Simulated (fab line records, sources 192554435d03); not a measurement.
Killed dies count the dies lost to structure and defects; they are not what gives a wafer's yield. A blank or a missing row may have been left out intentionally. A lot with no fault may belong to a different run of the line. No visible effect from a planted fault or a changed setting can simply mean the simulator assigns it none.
Chamber matching -- flow n5 finfet -- N5_SD_EPI_P_ETCHBACK_46 on rie diel-02: 4 sister chambers
The step etches SiNx in CH3F/O2, stops on SiO2, target depth 17.5 nm. 4 wafers are shown with their chamber, then 8 later ones without.

## WAFERS PAIRED WITH THEIR CHAMBERS
wafer,chamber,throttle valve pct (%)
L086.2,3,16.83
L088.3,1,16.02
L088.5,2,16.11
L089.2,0,16.72

## WAFERS WITH NO CHAMBER GIVEN
wafer,throttle valve pct (%)
L089.4,16.82
L089.6,16.82
L091.2,16.13
L091.4,16.82
L091.6,16.72
L096.1,16.15
L096.2,16.04
L096.3,16.72

## THE CHAMBER EACH PASSED THROUGH
wafer,from the rows above,in truth
L089.4,3,3
L089.6,3,3
L091.2,2,2
L091.4,3,3
L091.6,0,0
L096.1,2,2
L096.2,1,1
L096.3,0,0
Correct placement for 8 of the 8. Left unplaced by these rows: 0. Wrongly placed: 0.
How it was worked out, from the rows above alone: a wafer's distance from a chamber is the root of the sum, over the readings, of the square of ((its reading less the chamber's mean) divided by the reading's scatter). If the next closest chamber is less than 2 further off than the closest, the wafer can't be placed; otherwise it belongs to the closest. For every chamber, the mean is computed from those of its wafers that are shown. The scatter: root of mean squared gap, hidden wafer to nearest shown wafer, with one shown wafer a chamber.
